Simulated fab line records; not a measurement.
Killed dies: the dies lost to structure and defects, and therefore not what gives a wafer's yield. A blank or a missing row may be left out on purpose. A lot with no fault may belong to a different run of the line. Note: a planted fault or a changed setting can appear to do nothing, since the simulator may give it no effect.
fab line records	flow n5_finfet
[record] lots = 12	wafers = 35	last_day = 17
route steps=1938 shown MOL_CONTACT_COAG@620 MIM_BOT_LITHO@1865 PASS1_CAP@1874 PASSIVATION@1906
lots that met no fault: from a run of the same line without faults
start_h: hours from the record's opening day to when the first of the lot's shown wafers began	wait_h: hours since the lot's step before	" repeats the value in the row above	L1.1+2: one row covering several wafers at once	- no value, or no start given	* or withheld: withheld	< > ~ a bound
route shown NAME@n: names a module that has steps shown in the file, with the first one's number in the route	usual: the fault-free wafers' mean and standard deviation	same: alike in all rows	chamber/n: place in a boat	sites: the reading at each site	_std_site: standard deviation of those values	_edge_site: outer sites' mean less inner sites'	radius_mm: for every site, how far away it sits from the centre of the wafer	mask NAME#n: copy n	behind: tool/chamber where the wafer was last shaped	hold: why the lot went on hold/how many hours it stayed there/how the hold came to an end	device: which transistor (n, p or np) failed to switch	end of line: tests run on the same wafers once the route is complete	for a step that has no rows: nothing shown but its recipe	killed: count of dies lost to structure and defects at first sort (not the wafer's yield)	map: a wafer's dies, marking killed ones x, the rest . and places with no die _
set.NAME: the setting the step ran with; set.NAME@STEP: the setting that earlier step ran with	model.NAME: the simulator's own value behind a step, which no gauge read
one table for each step of the route and one row for each wafer, over a sample of lots
services: the hour from which a tool's chamber was out of use, counted from the record's first day as start_h (under 0 if before that day), plus the number of hours and why
[[steps]]
[step N5_MOL_CONTACT_COAG_PRECLEAN_138]
[recipe] chemistry = alkaline_clean	temp_c = 60	time_s = 60	do_ppb = 50
[same] time_s = 60
lot.wafer	tool	chamber	start_h	wait_h
L376.3+4+5	wet_bench-04	4,7,6	103.97	0.0
L377.2+4+6	wet_bench-05	4,0,3	108.16	0.1
L378.2+5+6	wet_bench-05	5,4,2	115.00	0.1
L379.1+2+5	wet_bench-04	3,6,2	117.66	0.1
L380.1+2+6	wet_bench-04	2,4,6	125.15	0.1
L381.4+5	wet_bench-04	5,0	130.76	0.0
L382.1+3+5	wet_bench-05	7,5,0	134.10	0.1
L383.2+4+6	wet_bench-04	1,3,4	145.55	0.1
L387.1+3+6	wet_bench-04	4,1,2	164.52	0.1
L390.1+3+6	wet_bench-04	1,4,0	185.70	0.1
L394.2+3+5	wet_bench-06	4,7,2	211.29	0.1
L399.1+2+6	wet_bench-05	3,0,5	239.64	0.1
[step N5_MIM_BOT_LITHO_DESCUM_10]
[recipe] chemistry = O2	time_s = 7.9	source_power_w = 50	bias_power_w = 20	pressure_mtorr = 20	rf_frequency_hz = 2.712e+07	temp_c = 40	o2_flow_sccm = 225
[usual] bias_power_w = 20.00/0.054	drypump_motor_current_A = 5.3/0.58	oes_product_au = 0.83/0.09	rf_vpp_V = 242.8/1.3	showerhead_plenum_p_Torr = 2.06/0.067	throttle_valve_pct = 20.31/0.18
[same] time_s = 7.9
lot.wafer	tool	chamber	start_h	wait_h	bias_power_w	drypump_motor_current_A	oes_product_au	rf_hours_counter_h	rf_vpp_V	showerhead_plenum_p_Torr	throttle_valve_pct
L376.3	rie_diel-01	1	248.61	0.0	19.99	4.7	0.70	226	245.4	2.15	20.58
L376.4	"	3	"	"	20.04	4.9	0.94	16	241.3	2.07	20.15
L376.5	"	0	"	"	19.98	4.9	0.88	-	242.9	2.04	20.28
L377.2	rie_diel-04	1	259.52	0.0	20.11	5.3	0.89	30	246.6	2.24	20.31
L377.4	"	0	"	"	20.04	5.5	0.93	17	241.4	2.02	20.31
L377.6	"	0	"	"	19.97	5.5	0.92	-	242.6	2.02	20.30
L379.1	rie_diel-04	0	259.84	0.0	20.02	5.5	0.94	17	244.2	2.02	20.29
L379.2	"	1	"	"	19.99	5.4	0.89	31	245.8	2.24	20.31
L379.5	"	3	"	"	20.03	4.9	0.67	-	243.4	2.14	20.69
L380.1	rie_diel-01	1	271.58	0.0	20.10	4.7	0.70	234	243.6	2.14	20.60
L380.2	"	0	"	"	20.10	4.9	0.87	46	241.5	2.04	20.27
L380.6	"	1	"	"	20.03	4.8	0.71	-	242.9	2.14	20.60
L378.2	rie_diel-01	0	274.74	0.0	19.96	4.9	0.87	47	242.0	2.04	20.30
L378.5	"	1	"	"	19.95	4.7	0.70	-	242.9	2.14	20.59
L378.6	"	0	"	"	20.04	4.9	0.87	-	240.8	2.04	20.29
L382.1	rie_diel-01	2	283.33	0.3	19.92	6.3	0.93	20	242.8	2.03	20.12
L382.3	"	0	"	"	19.85	4.9	0.86	50	242.7	2.04	20.31
L382.5	"	3	"	"	20.04	4.9	0.92	-	243.2	2.06	20.14
L381.4	rie_diel-04	2	284.76	0.5	20.03	5.3	0.68	235	241.1	2.01	20.52
L381.5	"	0	"	"	19.98	5.5	0.92	-	242.3	2.02	20.33
L383.2	rie_diel-04	2	305.29	0.1	19.98	5.3	0.66	245	242.9	2.01	20.55
L383.4	"	2	"	"	20.04	5.3	0.67	-	240.8	2.01	20.56
L383.6	"	1	"	"	19.98	5.4	0.86	-	245.6	2.23	20.35
L387.1	rie_diel-04	3	324.66	0.0	19.99	4.8	0.97	2	243.6	2.13	20.25
L387.3	"	0	"	"	19.92	5.5	0.87	45	241.5	2.01	20.37
L387.6	"	3	"	"	19.95	4.8	0.97	-	243.4	2.13	20.24
L390.1	rie_diel-01	1	345.22	0.0	19.87	4.7	0.99	4	244.8	2.14	20.16
L390.3	"	3	"	"	20.01	4.9	0.87	51	241.5	2.05	20.19
L390.6	"	1	"	"	19.90	4.7	1.00	-	244.3	2.14	20.17
L394.2	rie_diel-01	2	371.67	0.0	19.96	6.3	0.87	54	241.4	2.02	20.17
L394.3	"	0	"	"	19.94	4.9	0.82	83	240.7	2.02	20.35
L394.5	"	1	"	"	19.95	4.7	0.95	-	243.5	2.13	20.19
L399.1	rie_diel-01	3	394.15	0.0	19.97	4.9	0.85	66	244.3	2.05	20.22
L399.2	"	1	"	"	19.97	4.7	0.93	21	243.0	2.13	20.19
L399.6	"	0	"	"	20.00	4.9	0.81	-	242.5	2.02	20.36
[step N5_PASSIVATION_PECVD_01]
[recipe] material = SiNx	target_thk_a = 2000	temp_c = 400	precursor = SiH4/NH3/N2	pressure_torr = 4.9	rf_w = 1406	time_s = 43.2
[usual] heater_power_w = 359/110	showerhead_plenum_p_Torr = 8.66/0.047	throttle_valve_pct = 28.8/1.6
[same] time_s = 43.2
lot.wafer	tool	chamber	start_h	wait_h	heater_power_w	showerhead_plenum_p_Torr	throttle_valve_pct
L376.3	pecvd-01	2	250.45	0.0	377	8.66	29.2
L376.4	"	1	"	"	416	8.68	27.1
L376.5	"	1	"	"	419	8.66	27.1
L377.2	pecvd-03	0	260.50	0.0	316	8.67	29.3
L377.4	"	0	"	"	330	8.66	29.4
L377.6	"	2	"	"	311	8.71	27.6
L379.1	pecvd-03	0	260.76	0.0	226	8.65	29.3
L379.2	"	2	"	"	253	8.71	27.7
L379.5	"	0	"	"	240	8.65	29.6
L380.1	pecvd-04	1	272.53	0.0	140	8.58	29.7
L380.2	"	0	"	"	594	8.64	27.1
L380.6	"	1	"	"	152	8.57	30.1
L378.2	pecvd-01	0	275.66	0.0	383	8.65	28.5
L378.5	"	2	"	"	473	8.65	29.5
L378.6	"	1	"	"	408	8.67	27.2
L382.1	pecvd-04	1	284.25	0.0	211	8.56	29.7
L382.3	"	2	"	"	387	8.73	27.7
L382.5	"	2	"	"	390	8.73	27.5
L381.4	pecvd-03	2	285.92	0.0	294	8.71	27.9
L381.5	"	0	"	"	280	8.70	29.4
L383.2	pecvd-01	0	306.31	0.0	472	8.67	28.5
L383.4	"	1	"	"	367	8.67	27.0
L383.6	"	2	"	"	382	8.65	29.6
L387.1	pecvd-01	0	325.82	0.0	395	8.64	28.6
L387.3	"	2	"	"	320	8.65	29.6
L387.6	"	1	"	"	411	8.67	26.9
L390.1	pecvd-01	2	346.35	0.0	396	8.65	29.6
L390.3	"	1	"	"	439	8.67	27.1
L390.6	"	1	"	"	299	8.69	27.3
L394.2	pecvd-04	1	372.59	0.0	224	8.57	29.6
L394.3	"	2	"	"	389	8.74	27.9
L394.5	"	1	"	"	227	8.59	29.8
L399.1	pecvd-01	2	395.28	0.0	413	8.66	29.8
L399.2	"	0	"	"	430	8.64	28.8
L399.6	"	0	"	"	451	8.64	28.7
[step N5_PASSIVATION_OVL_MEAS_63]
[recipe] points_per_wafer = 44
[usual] PAD_OVL = 1/6.5
lot.wafer	tool	chamber	start_h	wait_h	PAD_OVL[nm]
L376.3	overlay-01	0	255.97	0.0	1
L376.4	"	0	"	"	10
L376.5	"	0	"	"	-1
L377.2	overlay-01	0	263.11	0.0	0
L377.4	"	0	"	"	6
L377.6	"	0	"	"	5
L379.1	overlay-01	0	263.27	0.0	10
L379.2	"	0	"	"	0
L379.5	"	0	"	"	5
L380.1	overlay-02	0	276.84	0.0	-4
L380.2	"	0	"	"	-7
L380.6	"	0	"	"	-9
L378.2	overlay-02	0	277.61	0.0	1
L378.5	"	0	"	"	-3
L378.6	"	0	"	"	-5
L382.1	overlay-02	0	286.26	0.0	-2
L382.3	"	0	"	"	-5
L382.5	"	0	"	"	1
L381.4	overlay-01	0	289.22	0.0	9
L381.5	"	0	"	"	-5
L383.2	overlay-01	0	308.29	0.0	5
L383.4	"	0	"	"	10
L383.6	"	0	"	"	9
L387.1	overlay-02	0	327.89	0.0	-3
L387.3	"	0	"	"	0
L387.6	"	0	"	"	-6
L390.1	overlay-02	0	350.64	0.0	-4
L390.3	"	0	"	"	0
L390.6	"	0	"	"	-2
L394.2	overlay-02	0	378.24	0.0	2
L394.3	"	0	"	"	9
L394.5	"	0	"	"	-2
L399.1	overlay-01	0	399.46	0.0	5
L399.2	"	0	"	"	5
L399.6	"	0	"	"	-2
[step N5_PASSIVATION_PROBE_49]
[usual] killed_at_M0_to_M3 = 35/11	killed_at_M4_up = 13/5.7	killed_at_contacts = 12/5.7	killed_at_front_end = 40/11	killed_at_other = 4/4.4	killed_dies = 105/18	killed_open = 68/14	killed_short = 34/7.4
[same] gross_dies = 1180	killed_at_back_side = 0
lot.wafer	tool	chamber	start_h	wait_h	killed_at_M0_to_M3	killed_at_M4_up	killed_at_contacts	killed_at_front_end	killed_at_other	killed_dies	killed_open	killed_short
L387.1	prober-02	-	332.75	0.0	14	9	85	23	5	136	36	18
L387.3	prober-02	-	332.85	0.1	15	10	155	28	3	211	42	21
L387.6	prober-02	-	333.00	0.3	9	12	165	28	1	215	39	21
L390.1	prober-02	-	356.17	0.0	27	16	158	47	1	249	67	30
L390.3	prober-02	-	356.27	0.1	48	17	81	43	3	192	74	41
L390.6	prober-02	-	356.42	0.3	39	7	89	31	6	172	59	36
// killed by level:class
L387.1 MOL_CONTACT_COAG:unspecified=82 BEOL_M1:geometric_particle:open=7 FIN_SAQP:geometric_particle:open=5 FIN_SAQP:geometric_particle:short=5 BEOL_M4:geometric_particle:open=4 BEOL_M0_SAQP:geometric_particle:short=3 STARTING-WAFER:geometric_particle:open=3 STI_FIN_REVEAL:geometric_particle:open=2
L387.3 MOL_CONTACT_COAG:unspecified=147 STI_FIN_REVEAL:geometric_particle:open=9 BEOL_M4:geometric_particle:open=7 MOL_CONTACT_COAG:geometric_particle:open=6 BEOL_M0_SAQP:geometric_particle:short=5 STI_FIN_REVEAL:geometric_particle:short=4 BEOL_M0_SAQP:geometric_particle:open=4 GATE_CUT:geometric_particle:short=4
L387.6 MOL_CONTACT_COAG:unspecified=154 MOL_CONTACT_COAG:geometric_particle:open=9 STI_FIN_REVEAL:geometric_particle:open=8 BEOL_M4:geometric_particle:open=8 FIN_SAQP:geometric_particle:short=6 FIN_SAQP:geometric_particle:open=3 STI_FIN_REVEAL:geometric_particle:short=3 BEOL_M2:geometric_particle:open=3
L390.1 MOL_CONTACT_COAG:unspecified=150 FIN_SAQP:geometric_particle:open=13 FIN_SAQP:geometric_particle:short=8 STI_FIN_REVEAL:geometric_particle:open=8 MOL_CONTACT_COAG:geometric_particle:open=7 BEOL_M3:geometric_particle:open=7 BEOL_M4:geometric_particle:open=7 ILD0:geometric_particle:short=6
L390.3 MOL_CONTACT_COAG:unspecified=75 BEOL_M0_SAQP:geometric_particle:open=12 BEOL_M0_SAQP:geometric_particle:short=12 FIN_SAQP:geometric_particle:open=10 BEOL_M4:geometric_particle:open=10 GATE_CUT:geometric_particle:short=9 BEOL_M1:geometric_particle:open=9 BEOL_M2:geometric_particle:open=7
L390.6 MOL_CONTACT_COAG:unspecified=77 FIN_SAQP:geometric_particle:open=17 BEOL_M3:geometric_particle:open=9 MOL_CONTACT_COAG:geometric_particle:open=8 BEOL_M0_SAQP:geometric_particle:short=7 BEOL_M2:geometric_particle:open=7 BEOL_M0_SAQP:geometric_particle:open=6 FIN_SAQP:geometric_particle:short=5
[[services]]
tool	chamber	start_h	hours	kind
rie_diel-01	-	102.19	4.3	pm
rie_diel-01	2	107.31	5.2	repair
pecvd-04	-	121.15	2.5	repair
wet_bench-04	-	138.86	4.6	repair
rie_diel-01	0	141.86	-	clean
rie_diel-01	0	141.86	-	consumable_replace:focus_ring
pecvd-01	1	151.35	5.3	repair
rie_diel-04	1	152.74	6.5	repair
pecvd-01	-	160.27	1.6	repair
pecvd-04	-	191.31	14.0	repair
pecvd-03	-	192.42	28.1	pm
pecvd-04	1	211.99	6.6	repair
pecvd-03	0	225.35	14.4	repair
pecvd-04	-	234.31	0.6	repair
pecvd-03	1	237.13	6.8	repair
rie_diel-04	-	240.99	2.6	repair
pecvd-01	0	245.86	8.9	repair
rie_diel-01	0	269.87	1.4	repair
rie_diel-04	2	320.59	4.6	repair
rie_diel-01	1	350.04	2.2	repair
wet_bench-04	-	355.03	1.3	repair
pecvd-03	0	359.27	7.5	repair
rie_diel-01	3	370.96	4.0	repair
pecvd-01	-	375.46	7.3	repair
[[key]]
[first_sign] step = N5_PASSIVATION_PROBE_49	reading = killed_at_contacts	direction = up	sigmas = 19	usual = 12	struck = 122
[effect] step = N5_PASSIVATION_PROBE_49	reading = killed_dies	direction = up	sigmas = 5.2	usual = 105	struck = 196
[more_kills_born_at] N5_MOL_CONTACT_COAG_PRECLEAN_138@wet_bench-04 = 685
met_at N5_MOL_CONTACT_COAG_PRECLEAN_138
struck_lots L387,L390
tester_left_out L387,L390
not_acting_at N5_MIM_BOT_LITHO_DESCUM_10,N5_PASSIVATION_PECVD_01,N5_PASSIVATION_OVL_MEAS_63
onset_between 145.55 164.52
[earlier_fault] kind = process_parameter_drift	tool = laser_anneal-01	chamber = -	onset_h = 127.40	steps = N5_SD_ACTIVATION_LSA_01	channel = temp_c	offset = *	shape = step	stated = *
[fault] kind = chamber_particle_source	tool = wet_bench-04	chamber = -	onset_h = 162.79	steps = N5_MOL_CONTACT_COAG_PRECLEAN_138	rate_per_visit_cm2 = 1.5686
// tester_left_out: of these lots the tester's yield and bins aren't shown, on N5 and GAA mostly nor the transistor test; their killed dies are dies lost to structure and defects alone, not to doping, threshold or leakage, so they don't give the yield
